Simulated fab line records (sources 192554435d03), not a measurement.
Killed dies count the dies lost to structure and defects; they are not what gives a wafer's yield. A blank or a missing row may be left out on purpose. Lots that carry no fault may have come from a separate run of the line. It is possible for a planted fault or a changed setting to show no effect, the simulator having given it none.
Split-lot experiment -- flow n5_finfet -- 21 wafers read across 7 lots, on a route 1938 steps long

== ABOUT THE SPLIT ==
At N5_WELL_APT_COAT_02 (resist thk 950 nm), the setting spin_rpm was moved away from the recipe's 1357 rpm on 10 of the 21 wafers read, by -6.9% to +11.2%. The other wafers ran this setting at the recipe's value.

The reading comes from the split's own step.

== THE READING ==
coat_of_WELL_APT_COAT_02.thk_nm (the simulator's own value, which no gauge read), in nm, at N5_WELL_APT_COAT_02 (resist thk 950 nm). The file gives no usual value for it. Here, 11 wafers ran the recipe; their average is 950.5 nm with a standard deviation of 2.3 nm.

wafer,"tool, chamber at the split","spin_rpm as run, rpm",against the recipe,"coat_of_WELL_APT_COAT_02.thk_nm, nm",against lot-mates on the recipe
L079.3,"litho_track-03, 0",1422,+4.8%,927.8,-22.6
L079.5,"litho_track-03, 0",1422,+4.8%,929.1,-21.3
L079.6,"litho_track-03, 0",1357,recipe,950.4,-
L086.2,"litho_track-04, 0",1357,recipe,952.3,-
L086.3,"litho_track-04, 0",1357,recipe,948.5,-
L086.6,"litho_track-04, 0",1357,recipe,949.7,-
L088.2,"litho_track-01, 0",1357,recipe,949.8,-
L088.4,"litho_track-01, 0",1357,recipe,952.5,-
L088.6,"litho_track-01, 0",1357,recipe,948.3,-
L091.1,"litho_track-04, 0",1509,+11.2%,901.4,no lot-mate on the recipe
L091.4,"litho_track-04, 0",1509,+11.2%,900.2,no lot-mate on the recipe
L091.6,"litho_track-04, 0",1509,+11.2%,902.1,no lot-mate on the recipe
L092.1,"litho_track-03, 0",1357,recipe,953.7,-
L092.3,"litho_track-03, 0",1409,+3.8%,936.3,-17.4
L092.6,"litho_track-03, 0",1409,+3.8%,934.4,-19.3
L095.2,"litho_track-03, 0",1357,recipe,952.4,-
L095.4,"litho_track-03, 0",1268,-6.6%,982.1,+29.6
L095.5,"litho_track-03, 0",1357,recipe,952.6,-
L097.3,"litho_track-04, 0",1357,recipe,945.7,-
L097.4,"litho_track-04, 0",1264,-6.9%,981.8,+36.1
L097.5,"litho_track-04, 0",1264,-6.9%,982.6,+36.9

FIT RESULTS
A straight line over all 21 wafers: coat_of_WELL_APT_COAT_02.thk_nm changes by -4.48 nm for each +1% of spin_rpm; r = -1.00; the points scatter about the line by 2 nm.
The same after taking each lot's own level away (the mean of its wafers on the recipe; 18 wafers): -4.92 nm for each +1%; r = -1.00; scatter 1.7 nm.
Per that fit: largest spin_rpm move, reading shift of 55 nm.
Measured against the standard deviation above, the lots' own levels, which go from 945.70 to 953.70 nm, span 3.5 times it.
The two slopes are in agreement: the lot-to-lot level therefore moves the slope only a little.
Check: with one of the wafers moved furthest among these (-6.9%) left out of the fit, the line predicts +33.4 nm for it against its lot-mates. Against them it came out at +36.1 nm.

== FILE'S OWN FIT ==
coat_of_WELL_APT_COAT_02.thk_nm changes by -4.86 nm for each +1% of spin_rpm, r = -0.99.
